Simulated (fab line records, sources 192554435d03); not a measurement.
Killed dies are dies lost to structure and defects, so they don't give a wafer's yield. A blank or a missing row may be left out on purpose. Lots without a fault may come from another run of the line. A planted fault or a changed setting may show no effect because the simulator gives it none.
One fault seen from 3 desks | flow n5_finfet | each desk has only its own numbers; what lay behind them comes last
Where a reading is given only as a bound, like >300, the bound stands for it, and a mean or a difference that rests on one is marked > or <: the true number lies beyond.

THE DEFECT DESK
What the inspections along the route counted, lot by lot: means of the sampled wafers that have a number. A lot is out of limits, marked OUT, if its mean lies more than 4 standard deviations from the usual mean; the brackets give that distance.
Columns: A = raw_defect_count at N5_BEOL_M11_INSPECT_58, usual 67; B = raw_defect_count at N5_BEOL_M12_INSPECT_12, usual 1.8
lot  | first seen here | A              | B
L822 | day 13 00:17    | 69             | 1.3
L823 | day 13 02:52    | 79             | 2.0
L826 | day 13 11:26    | 250 (+8.7) OUT | >102 (>+71) OUT
L828 | day 14 13:15    | 225 (+7.5) OUT | >101 (>+71) OUT
L839 | day 17 16:20    | 55             | 1.3
L835 | day 17 21:08    | 68             | 2.3
L836 | day 18 06:07    | 52             | 1.0
L837 | day 18 07:22    | 72             | 3.0
L840 | day 18 09:43    | 80             | 1.3
L842 | day 18 11:00    | 83             | 4.3
This desk's finding: out of limits on L826, L828; first on L826, day 13 11:26 (raw_defect_count at N5_BEOL_M11_INSPECT_58). In limits: L822, L823, L839, L835, L836, L837, L840, L842.

THE TOOL OWNER'S DESK: pecvd-01
The tool's own readings at N5_BEOL_M11_PRE_CLEAN_55 (time 15 s): means of the sampled wafers that have a number, for each lot that ran on this tool. A lot is out of limits, marked OUT, if its mean lies more than 4 standard deviations from the usual mean; the brackets give that distance.
Columns: A = rf_fwd_power_W at N5_BEOL_M11_PRE_CLEAN_55, usual 294.8 W
lot  | first seen here | A
L822 | day 13 00:11    | 295.3
L823 | day 13 02:45    | 294.8
L826 | day 13 11:19    | 295.3
L828 | day 14 13:08    | 295.7
L839 | day 17 16:13    | 293.7
L835 | day 17 21:02    | 294.2
L836 | day 18 06:01    | 294.0
L837 | day 18 07:16    | 294.3
L842 | day 18 10:53    | 294.9
This desk's finding: nothing out of limits on any of the 9 lots.

THE METROLOGY DESK
What the gauges read, lot by lot, whatever tool the lot ran on: means of the sampled wafers that have a number. A lot is out of limits, marked OUT, if its mean lies more than 4 standard deviations from the usual mean; the brackets give that distance.
Columns: A = cd_nm at N5_BEOL_M11_CD_MEAS_18, usual 70.1 nm; B = cd_nm at N5_BEOL_M12_CD_MEAS_10, usual 140.3 nm
lot  | first seen here | A    | B
L822 | day 12 19:26    | 69.9 | 139.8
L823 | day 12 20:46    | 69.8 | 139.8
L826 | day 13 04:04    | 71.0 | 140.0
L828 | day 14 08:14    | 70.1 | 140.5
L839 | day 17 12:55    | 69.8 | 140.1
L835 | day 17 15:10    | 70.0 | 138.2
L836 | day 17 22:47    | 70.4 | 138.2
L837 | day 18 03:04    | 70.3 | 140.2
L840 | day 18 03:34    | 69.6 | 139.9
L842 | day 18 07:20    | 69.7 | 141.1
This desk's finding: nothing out of limits on any of the 10 lots.

PUT TOGETHER
The defect desk could have raised an alarm at day 13 11:26, on L826, L828.
The tool owner's desk saw nothing out of limits.
The metrology desk saw nothing out of limits.
The tool owner's desk has L826, L828 on record, within its limits.
The metrology desk has L826, L828 on record, within its limits.
Of the lots named, all ran N5_BEOL_M11_PRE_CLEAN_55 on pecvd-01.

WHAT THE SIMULATOR HAD PUT IN
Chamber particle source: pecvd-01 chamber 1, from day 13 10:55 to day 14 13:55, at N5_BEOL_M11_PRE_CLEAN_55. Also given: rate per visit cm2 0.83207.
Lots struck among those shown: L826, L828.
Hours from the fault's start to each desk's first reading out of limits: the defect desk, 1.
